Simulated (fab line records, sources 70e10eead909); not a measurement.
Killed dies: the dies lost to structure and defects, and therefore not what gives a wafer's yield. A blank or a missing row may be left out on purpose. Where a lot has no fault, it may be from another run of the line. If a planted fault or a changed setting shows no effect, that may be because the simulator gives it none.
Matching of chambers :: flow nand_harc :: NHARC_A_STAIRCASE_ETCHBACK_422 on rie_diel-06 has 4 sister chambers
The step etches the open film in CH3F/O2, target depth 40 nm, time 74.286 s. 18 wafers are shown with their chamber, then 9 later ones without.

== WAFERS, EACH WITH ITS CHAMBER ==
wafer: L074.2
chamber: 3
showerhead_plenum_p_Torr (Torr): 2.57
drypump_motor_current_A (A): 4.8
rf_vpp_V (V): 247.4

wafer: L074.4
chamber: 0
showerhead_plenum_p_Torr (Torr): 2.51
drypump_motor_current_A (A): 5.6
rf_vpp_V (V): 245.7

wafer: L074.6
chamber: 2
showerhead_plenum_p_Torr (Torr): 2.58
drypump_motor_current_A (A): 5.5
rf_vpp_V (V): 247.1

wafer: L075.1
chamber: 3
showerhead_plenum_p_Torr (Torr): 2.57
drypump_motor_current_A (A): 4.8
rf_vpp_V (V): 246.5

wafer: L075.3
chamber: 2
showerhead_plenum_p_Torr (Torr): 2.58
drypump_motor_current_A (A): 5.5
rf_vpp_V (V): 246.3

wafer: L075.6
chamber: 2
showerhead_plenum_p_Torr (Torr): 2.58
drypump_motor_current_A (A): 5.5
rf_vpp_V (V): 247.1

wafer: L080.1
chamber: 1
showerhead_plenum_p_Torr (Torr): 2.39
drypump_motor_current_A (A): 5.7
rf_vpp_V (V): 243.0

wafer: L080.2
chamber: 3
showerhead_plenum_p_Torr (Torr): 2.56
drypump_motor_current_A (A): 4.8
rf_vpp_V (V): 245.4

wafer: L080.4
chamber: 0
showerhead_plenum_p_Torr (Torr): 2.50
drypump_motor_current_A (A): 5.7
rf_vpp_V (V): 244.5

wafer: L084.2
chamber: 2
showerhead_plenum_p_Torr (Torr): 2.57
drypump_motor_current_A (A): 5.5
rf_vpp_V (V): 245.5

wafer: L084.3
chamber: 3
showerhead_plenum_p_Torr (Torr): 2.56
drypump_motor_current_A (A): 4.8
rf_vpp_V (V): 246.0

wafer: L084.5
chamber: 0
showerhead_plenum_p_Torr (Torr): 2.50
drypump_motor_current_A (A): 5.6
rf_vpp_V (V): 245.0

wafer: L087.2
chamber: 3
showerhead_plenum_p_Torr (Torr): 2.56
drypump_motor_current_A (A): 4.8
rf_vpp_V (V): 245.2

wafer: L087.3
chamber: 1
showerhead_plenum_p_Torr (Torr): 2.38
drypump_motor_current_A (A): 5.6
rf_vpp_V (V): 242.6

wafer: L087.4
chamber: 2
showerhead_plenum_p_Torr (Torr): 2.57
drypump_motor_current_A (A): 5.5
rf_vpp_V (V): 245.6

wafer: L087.1
chamber: 0
showerhead_plenum_p_Torr (Torr): 2.50
drypump_motor_current_A (A): 5.6
rf_vpp_V (V): 243.6

wafer: L087.5
chamber: 2
showerhead_plenum_p_Torr (Torr): 2.57
drypump_motor_current_A (A): 5.5
rf_vpp_V (V): 246.7

wafer: L087.6
chamber: 1
showerhead_plenum_p_Torr (Torr): 2.38
drypump_motor_current_A (A): 5.7
rf_vpp_V (V): 242.3

SIGNATURES (averages over the wafers above)
reading: showerhead_plenum_p_Torr
chamber 0: 2.5025
chamber 1: 2.3833
chamber 2: 2.5750
chamber 3: 2.5640
scatter within a chamber: 0.00542

reading: drypump_motor_current_A
chamber 0: 5.625
chamber 1: 5.667
chamber 2: 5.500
chamber 3: 4.800
scatter within a chamber: 0.0318

reading: rf_vpp_V
chamber 0: 244.700
chamber 1: 242.633
chamber 2: 246.383
chamber 3: 246.100
scatter within a chamber: 0.769
Rule: a wafer lies at a distance from a chamber equal to the root of the sum of squares, over the readings, of (its reading less the chamber's mean, divided by the reading's scatter). If the next closest chamber is less than 2 further off than the closest, the wafer can't be placed; otherwise it belongs to the closest. How the scatter is found: for the shown wafers, subtract from each reading the mean of its chamber, square and add these, divide the total by (wafers less chambers), then take the root.

== WAFERS WITH NO CHAMBER GIVEN ==
wafer: L089.2
showerhead_plenum_p_Torr (Torr): 2.57
drypump_motor_current_A (A): 5.5
rf_vpp_V (V): 244.5

wafer: L089.5
showerhead_plenum_p_Torr (Torr): 2.38
drypump_motor_current_A (A): 5.6
rf_vpp_V (V): 244.0

wafer: L089.6
showerhead_plenum_p_Torr (Torr): 2.49
drypump_motor_current_A (A): 5.6
rf_vpp_V (V): 244.8

wafer: L088.1
showerhead_plenum_p_Torr (Torr): 2.57
drypump_motor_current_A (A): 5.5
rf_vpp_V (V): 244.8

wafer: L088.3
showerhead_plenum_p_Torr (Torr): 2.55
drypump_motor_current_A (A): 4.8
rf_vpp_V (V): 246.1

wafer: L088.6
showerhead_plenum_p_Torr (Torr): 2.55
drypump_motor_current_A (A): 4.8
rf_vpp_V (V): 244.1

wafer: L096.1
showerhead_plenum_p_Torr (Torr): 2.56
drypump_motor_current_A (A): 5.5
rf_vpp_V (V): 246.1

wafer: L096.4
showerhead_plenum_p_Torr (Torr): 2.55
drypump_motor_current_A (A): 4.8
rf_vpp_V (V): 246.3

wafer: L096.5
showerhead_plenum_p_Torr (Torr): 2.49
drypump_motor_current_A (A): 5.6
rf_vpp_V (V): 245.6

== EACH ONE'S CHAMBER ==
wafer: L089.2
from the rows above: 2
in truth: 2

wafer: L089.5
from the rows above: 1
in truth: 1

wafer: L089.6
from the rows above: 0
in truth: 0

wafer: L088.1
from the rows above: 2
in truth: 2

wafer: L088.3
from the rows above: 3
in truth: 3

wafer: L088.6
from the rows above: 3
in truth: 3

wafer: L096.1
from the rows above: 2
in truth: 2

wafer: L096.4
from the rows above: 3
in truth: 3

wafer: L096.5
from the rows above: 0
in truth: 0
Correctly placed: 9 of 9. Left unplaced by these rows: 0. Wrongly placed: 0.
